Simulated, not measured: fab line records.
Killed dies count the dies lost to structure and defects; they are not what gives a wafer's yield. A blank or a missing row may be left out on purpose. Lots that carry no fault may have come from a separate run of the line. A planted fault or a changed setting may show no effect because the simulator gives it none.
Split-lot experiment | flow n5-finfet | 7 lots, 21 wafers read, on a route of 1938 steps

## THE SPLIT
At N5_BEOL_M6_DEP_56 (deposits SiCN from 3MS/NH3, target thk 10 nm, time 17.5 s), the setting time-s was moved away from the recipe's 17.5 s on 6 of the 21 wafers read, by -12.9% to +13.7%. This setting was run at the recipe's value on the other wafers.

Reading taken at the split's own step.

## THE READING
SiCN_of_BEOL_M6_DEP_56.thk-nm (the simulator's own value, which no gauge read), in nm, at N5_BEOL_M6_DEP_56 (deposits SiCN from 3MS/NH3, target thk 10 nm, time 17.5 s). The file does not state a usual value for it. The 15 wafers here that ran the recipe average 10.1 nm, standard deviation 0.21 nm.

wafer  | tool, chamber at the split | time-s as run, s | against the recipe | SiCN_of_BEOL_M6_DEP_56.thk-nm, nm | against lot-mates on the recipe
L075.1 | pecvd-03, 2                | 19.9             | +13.7%             | 11.4                              | +1.4
L075.3 | pecvd-03, 1,0              | 17.5             | recipe             | 10                                | -
L075.4 | pecvd-03, 1,0              | 17.5             | recipe             | 10                                | -
L083.1 | pecvd-04, 0                | 17.5             | recipe             | 9.8                               | -
L083.3 | pecvd-04, 2                | 17.5             | recipe             | 9.6                               | -
L083.4 | pecvd-04, 0                | 17.5             | recipe             | 10                                | -
L085.1 | pecvd-01, 1                | 15.25            | -12.9%             | 8.6                               | -1.4
L085.3 | pecvd-01, 2                | 15.25            | -12.9%             | 8.4                               | -1.6
L085.4 | pecvd-01, 2                | 17.5             | recipe             | 10                                | -
L088.1 | pecvd-01, 0                | 17.5             | recipe             | 9.8                               | -
L088.3 | pecvd-01, 1                | 17.5             | recipe             | 10                                | -
L088.6 | pecvd-01, 2                | 18.25            | +4.3%              | 10.4                              | +0.5
L091.1 | pecvd-04, 2                | 17.5             | recipe             | 10                                | -
L091.4 | pecvd-04, 2                | 17.5             | recipe             | 10.2                              | -
L091.5 | pecvd-04, 0                | 17.5             | recipe             | 10.4                              | -
L096.1 | pecvd-01, 0,1              | 17.5             | recipe             | 10.2                              | -
L096.6 | pecvd-01, 0,1              | 17.5             | recipe             | 10.2                              | -
L096.5 | pecvd-01, 2                | 17.5             | recipe             | 10.4                              | -
L095.3 | pecvd-03, 0                | 17.5             | recipe             | 10.2                              | -
L095.4 | pecvd-03, 2,1              | 15.65            | -10.6%             | 9.4                               | -0.8
L095.6 | pecvd-03, 2,1              | 15.65            | -10.6%             | 9.4                               | -0.8
Rows listing several chambers each stand for several wafers; the file does not say which wafer went through which chamber.

THE FIT
A straight line over all 21 wafers: SiCN_of_BEOL_M6_DEP_56.thk-nm changes by +0.0971 nm for each +1% of time-s; r = +0.92; the points scatter about the line by 0.25 nm.
The same after taking each lot's own level away (the mean of its wafers on the recipe; 21 wafers): +0.101 nm for each +1%; r = +0.97; scatter 0.15 nm.
That fit puts the effect of the largest move of time-s on the reading at 1.4 nm.
Across the lots, their own levels run from 9.80 to 10.27 nm, a range of 2.2 times the standard deviation given above.
Consequently the slope shifts little with the lot-to-lot level, the two slopes agreeing.
Check: for one of the wafers moved furthest among these (+13.7%), held out of the fit, the line's prediction against its lot-mates is +1.4 nm. Against them it came out at +1.4 nm.

## OTHER SPLITS APPLIED TO THESE WAFERS
Other splits were also applied to these wafers ahead of the reading. Each is held against what the fit with the lots' levels taken away leaves over:
other split on the same wafers    | wafers away from the commonest value | r with SiCN_of_BEOL_M6_DEP_56.thk-nm (lot level and that fit taken away)
N5_BEOL_M4_EXPOSE_08 dose-mj      | 7                                    | -0.09
N5_BEOL_M5_HM_DEP_02 target-thk-a | 8                                    | -0.06
N5_BEOL_M5_COAT_71 spin-rpm       | 8                                    | -0.07
N5_BEOL_M6_COAT_05 spin-rpm       | 4                                    | +0.50

## FILE'S OWN FIT
SiCN_of_BEOL_M6_DEP_56.thk-nm changes by +0.102 nm for each +1% of time-s, r = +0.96.
